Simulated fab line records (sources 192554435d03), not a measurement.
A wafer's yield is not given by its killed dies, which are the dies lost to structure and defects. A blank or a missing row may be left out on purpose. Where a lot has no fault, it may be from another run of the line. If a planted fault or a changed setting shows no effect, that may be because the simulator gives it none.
Lot-split experiment	flow n5Finfet	route with 1938 steps; 7 lots, 21 wafers read

## ABOUT THE SPLIT
At N5_MOL_CONTACT_COAG_ETCH_91 (etches SOC in N2/H2, target depth 60 nm, overetch 21 nm, time 101.2 s), the setting sourceW was moved away from the recipe's 840 W on 6 of the 21 wafers read, by -9.1% to +16.0%. All remaining wafers had this setting at the recipe value.

The reading is taken at the split's own step.

## THE READING
rfVppV, in V, at N5_MOL_CONTACT_COAG_ETCH_91 (etches SOC in N2/H2, target depth 60 nm, overetch 21 nm, time 101.2 s). A value of 524.0 V with a standard deviation of 2.3 V is what fault-free wafers of this fab line usually give.

wafer	tool, chamber at the split	sourceW as run, W	against the recipe	rfVppV, V	against lot-mates on the recipe
L079.3	rieDiel-03, 0	840	recipe	528.3	-
L079.5	rieDiel-03, 2	840	recipe	526.2	-
L079.6	rieDiel-03, 3	840	recipe	523.7	-
L080.1	rieDiel-03, 1	840	recipe	525.0	-
L080.5	rieDiel-03, 2	840	recipe	526.7	-
L080.6	rieDiel-03, 1	840	recipe	524.9	-
L087.1	rieDiel-06, 2	763.3	-9.1%	538.0	+17.3
L087.4	rieDiel-06, 1	840	recipe	520.7	-
L087.5	rieDiel-06, 3	763.3	-9.1%	541.8	+21.1
L086.1	rieDiel-02, 3	840	recipe	526.2	-
L086.2	rieDiel-02, 1	840	recipe	521.5	-
L086.3	rieDiel-02, 2	840	recipe	522.5	-
L088.1	rieDiel-06, 0	974.3	+16.0%	498.6	no lot-mate on the recipe
L088.3	rieDiel-06, 1	974.3	+16.0%	495.7	no lot-mate on the recipe
L088.6	rieDiel-06, 0	974.3	+16.0%	497.3	no lot-mate on the recipe
L089.2	rieDiel-06, 2	840	recipe	521.8	-
L089.4	rieDiel-06, 3	840	recipe	525.2	-
L089.6	rieDiel-06, 0	963.1	+14.7%	498.5	-25.0
L093.4	rieDiel-06, 1	840	recipe	521.9	-
L093.5	rieDiel-06, 0	840	recipe	522.1	-
L093.6	rieDiel-06, 1	840	recipe	521.5	-

THE FIT
A straight line over all 21 wafers: rfVppV changes by -1.7 V for each +1% of sourceW; r = -0.99; the points scatter about the line by 2.2 V.
The same after taking each lot's own level away (the mean of its wafers on the recipe; 18 wafers): -1.88 V for each +1%; r = -0.98; scatter 1.8 V.
According to that fit, moving sourceW by its largest amount changes the reading by 30 V.
From 520.70 to 526.07 V: that is the span of the lots' own levels, equal to 2.3 times the standard deviation above.
So the lot-to-lot level changes the slope little: the two slopes agree.
Check: with one of the wafers moved furthest among these (+14.7%) left out of the fit, the line predicts -30.8 V for it against its lot-mates. Against them it came out at -25 V.
Tool readings at the split's step, against how far the setting was moved: rfVppV r = -0.99.

## OTHER SPLITS ON THESE WAFERS
These wafers also went through other splits before the reading. Each is held against what the fit with the lots' levels taken away leaves over:
other split on the same wafers	wafers away from the commonest value	r with rfVppV (lot level and that fit taken away)
N5_HKMG_FIN_PEB_10 pebTimeS	11	-0.22
N5_GATE_CUT_ETCH_37 biasW	7	-0.24
N5_MOL_CONTACT_COAG_ALD_27 timeS	6	+0.17
N5_MOL_CONTACT_COAG_EXPOSE_81 doseMj	6	-0.29

## THE FILE'S OWN FIT
rfVppV changes by -1.81 V for each +1% of sourceW, r = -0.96.
